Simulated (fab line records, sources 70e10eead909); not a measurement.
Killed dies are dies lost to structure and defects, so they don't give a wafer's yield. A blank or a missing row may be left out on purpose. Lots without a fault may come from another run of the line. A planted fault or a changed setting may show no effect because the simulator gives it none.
A struck lot beside a sound one | flow nand_harc | 19 steps out of a route of 1302
Sound: wafers L608.2, L608.3, L608.5. Struck: wafers L623.2, L623.3, L623.5. The cause comes at the end.
At each step with rows: each side's tool, then ch and its chambers, then its first start. Under that, the readings that differ: sound wafers | struck wafers | difference of the means | sigmas: that difference in standard deviations of wafers without a fault.
alike: readings whose means differ by less than 2 such deviations, and words and numbers that are the same on both sides. not compared: withheld readings, readings that some wafer has no value for, bounds like >300 that may hide the same value, and numbers for which the record gives no deviation and whose values overlap.
The two part at a step that has a row with sigmas, a row that says differs or no value, or rows on one side only. Numbers that don't overlap but have no deviation are shown without sigmas and don't part them. A reading that every wafer of one side lacks parts them only if that side has two wafers or more.

first, 1 step without rows for these wafers: NHARC_A_CHANNEL_HOLE_D2_ETCH_21 (etches the open film in C4F8/O2/Ar, time 514.3 s, target depth 1600 nm).
NHARC_A_CHANNEL_HOLE_D2_ETCH_22: etches the open film in C4F8/O2/Ar, time 666.7 s, target depth 1600 nm.
  sound on har_etch-01 ch 0,1, day 14 11:59; struck on har_etch-01 ch 0,1, day 20 00:47
  alike: chamber_pressure_mTorr, drypump_motor_current_A, showerhead_plenum_p_Torr, throttle_valve_pct
  not compared: rf_hours_counter_h
NHARC_A_CHANNEL_HOLE_D2_ETCH_23: etches the open film in C4F8/O2/Ar, time 819 s, target depth 1600 nm.
  sound on har_etch-01 ch 0,1, day 14 12:34; struck on har_etch-01 ch 0,1, day 20 01:23
  alike: chamber_pressure_mTorr, drypump_motor_current_A, showerhead_plenum_p_Torr, throttle_valve_pct
  not compared: rf_hours_counter_h
then, 2 steps without rows for these wafers: NHARC_A_CHANNEL_HOLE_D2_ETCH_24 (etches the open film in C4F8/O2/Ar, time 906.2 s, target depth 1500 nm); NHARC_A_CHANNEL_HOLE_D2_ETCH_25 (etches the open film in C4F8/O2/Ar, time 1040.2 s, target depth 1500 nm).
NHARC_A_CHANNEL_HOLE_D2_ETCH_26: etches the open film in C4F8/O2/Ar, time 224.1 s, target depth 300 nm.
  sound on har_etch-01 ch 0,1, day 14 14:49; struck on har_etch-01 ch 0,1, day 20 03:38
  alike: bias_v, chamber_pressure_mTorr, drypump_motor_current_A, showerhead_plenum_p_Torr, throttle_valve_pct
  not compared: rf_hours_counter_h
then, 4 steps without rows for these wafers: NHARC_A_CHANNEL_HOLE_D2_ETCH_27 (etches the open film in C4F8/O2/Ar, time 90 s, target depth 400 nm); NHARC_A_CHANNEL_HOLE_D2_STRIP_41 (strips in N2/H2); NHARC_A_CHANNEL_HOLE_D2_STRIP_42 (strips in CF4/CHF3); NHARC_A_CHANNEL_HOLE_D2_STRIP_43 (strips in O2/COS).
NHARC_A_CHANNEL_HOLE_D2_ETCH_44: etches the open film in CF4/O2, target depth 140 nm, overetch 14 nm, time 77 s.
  sound on rie_diel-03 ch 0,1, day 14 15:44; struck on rie_diel-05 ch 0,1, day 20 04:33
  alike: bias_w, chamber_pressure_mTorr, drypump_motor_current_A, oes_product_au, rf_vpp_V, showerhead_plenum_p_Torr, throttle_valve_pct
  not compared: rf_hours_counter_h
NHARC_A_CHANNEL_HOLE_D2_STRIP_28: strips in O2.
  sound on rie_diel-03 ch 0,1,3; struck on rie_diel-05 ch 0,2,3
  alike: chamber_pressure_mTorr, drypump_motor_current_A, oes_product_au, rf_vpp_V, showerhead_plenum_p_Torr, throttle_valve_pct
  not compared: rf_hours_counter_h
NHARC_A_CHANNEL_HOLE_D2_PRECLEAN_29: cleans in SC1.
  sound on wet_bench-03 ch 0,3,6, day 14 16:23; struck on wet_bench-03 ch 1,2,4, day 20 05:13
  alike: diw_flow_mL_min
then, 1 step without rows for these wafers: NHARC_A_CHANNEL_HOLE_D2_SRD_30.
NHARC_A_CHANNEL_HOLE_D2_CD_MEAS_31:
  sound on cd_sem-02, day 14 16:31; struck on cd_sem-01, day 20 05:21
  alike: cd_nm
then, 1 step without rows for these wafers: NHARC_A_CHANNEL_HOLE_D2_XSEM_32.
NHARC_A_CHANNEL_HOLE_D2_INSPECT_40:
  sound on defect_inspect-02, day 14 16:43; struck on defect_inspect-02, day 20 05:32
  reading          | sound       | struck      | difference | sigmas
  raw_defect_count | 205 163 276 | 550 586 695 | +396       | +6
then, 1 step without rows for these wafers: NHARC_A_CHANNEL_FILL_D2_PRECLEAN_00 (cleans in SC1).
-- the record jumps here: 12 days lie between the struck wafers' starts before and after (it left off in module A_CHANNEL_FILL_D2 and takes up again in module END, whose first step shown is number 1302 of the route) --
NHARC_END_SORT_01:
  the record has rows for the struck wafers here (prober-01 ch 0, day 31 21:12) and none for the sound ones

WHERE THEY PART
First at NHARC_A_CHANNEL_HOLE_D2_INSPECT_40; last, within this record, at NHARC_END_SORT_01.

WHY: what the simulator had put in
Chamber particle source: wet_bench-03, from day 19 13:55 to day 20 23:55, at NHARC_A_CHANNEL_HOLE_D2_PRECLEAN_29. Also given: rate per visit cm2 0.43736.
